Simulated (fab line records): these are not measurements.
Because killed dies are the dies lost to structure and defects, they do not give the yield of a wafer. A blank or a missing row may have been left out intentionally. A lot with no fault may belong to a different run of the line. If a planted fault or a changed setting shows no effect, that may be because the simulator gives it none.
Matching of chambers	flow n5_finfet	N5_BEOL_M10_DEP_56 on pecvd-02 has 3 sister chambers
The step deposits SiCN from 3MS/NH3, target thk 15 nm, time 26.5 s. 20 wafers are shown with their chamber, then 10 later ones without.

WAFERS WITH THEIR CHAMBER
wafer	chamber	throttle_valve_pct (%)	showerhead_plenum_p_Torr (Torr)	chamber_pressure_Torr (Torr)
L075.1	0	9.1	3.662	2.993
L075.2	1	9.2	3.669	3.006
L075.3	1	9.4	3.675	3.011
L076.3	2	8.5	3.643	2.995
L076.4	2	8.6	3.644	2.999
L076.6	1	9.3	3.672	2.992
L077.4	0	9.1	3.660	2.990
L077.5	1	9.3	3.658	2.998
L077.6	2	8.3	3.628	3.000
L079.2	1	9.1	3.675	2.992
L079.4	0	9.4	3.656	2.992
L079.6	1	9.2	3.664	2.998
L078.4	1	9.3	3.675	3.002
L078.5	2	8.3	3.635	3.002
L078.6	0	9.2	3.668	3.002
L081.3	2	8.5	3.638	3.009
L081.5	0	9.4	3.648	3.001
L081.6	2	8.6	3.639	3.002
L084.1	1	9.3	3.659	3.022
L084.3	0	9.1	3.664	3.005

SIGNATURES (means of the wafers above)
reading	chamber 0	chamber 1	chamber 2	scatter within a chamber
throttle_valve_pct	9.217	9.262	8.467	0.124
showerhead_plenum_p_Torr	3.65967	3.66838	3.63783	0.00675
chamber_pressure_Torr	2.99717	3.00263	3.00117	0.00777
Rule: for each reading, subtract the chamber's mean from the wafer's reading, divide by that reading's scatter and square the result; add these up over the readings and take the root, which gives the wafer's distance from the chamber. If the next closest chamber is less than 2 further off than the closest, the wafer can't be placed; otherwise it belongs to the closest. The scatter is the square root of a quotient: the sum, over the shown wafers, of each reading's squared deviation from its chamber's mean, divided by wafers minus chambers.

WAFERS WITHOUT THEIR CHAMBER
wafer	throttle_valve_pct (%)	showerhead_plenum_p_Torr (Torr)	chamber_pressure_Torr (Torr)
L084.6	8.4	3.642	2.996
L093.1	8.7	3.641	3.001
L093.3	9.2	3.674	3.006
L093.4	8.9	3.669	3.004
L096.1	9.3	3.665	3.013
L096.2	8.6	3.635	2.989
L096.3	9.3	3.664	2.995
L097.1	9.2	3.670	2.997
L097.2	9.4	3.678	3.020
L097.4	9.5	3.670	3.011

CHAMBER TAKEN BY EACH
wafer	from the rows above	in truth
L084.6	2	2
L093.1	2	2
L093.3	can't be placed: 1 or 0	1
L093.4	can't be placed: 1 or 0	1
L096.1	can't be placed: 1 or 0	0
L096.2	2	2
L096.3	can't be placed: 0 or 1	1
L097.1	can't be placed: 1 or 0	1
L097.2	can't be placed: 1 or 0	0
L097.4	can't be placed: 1 or 0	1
3 of 10 placed correctly. These rows do not allow placing 7 (true chamber among the candidates in 7). Wrongly placed: 0.
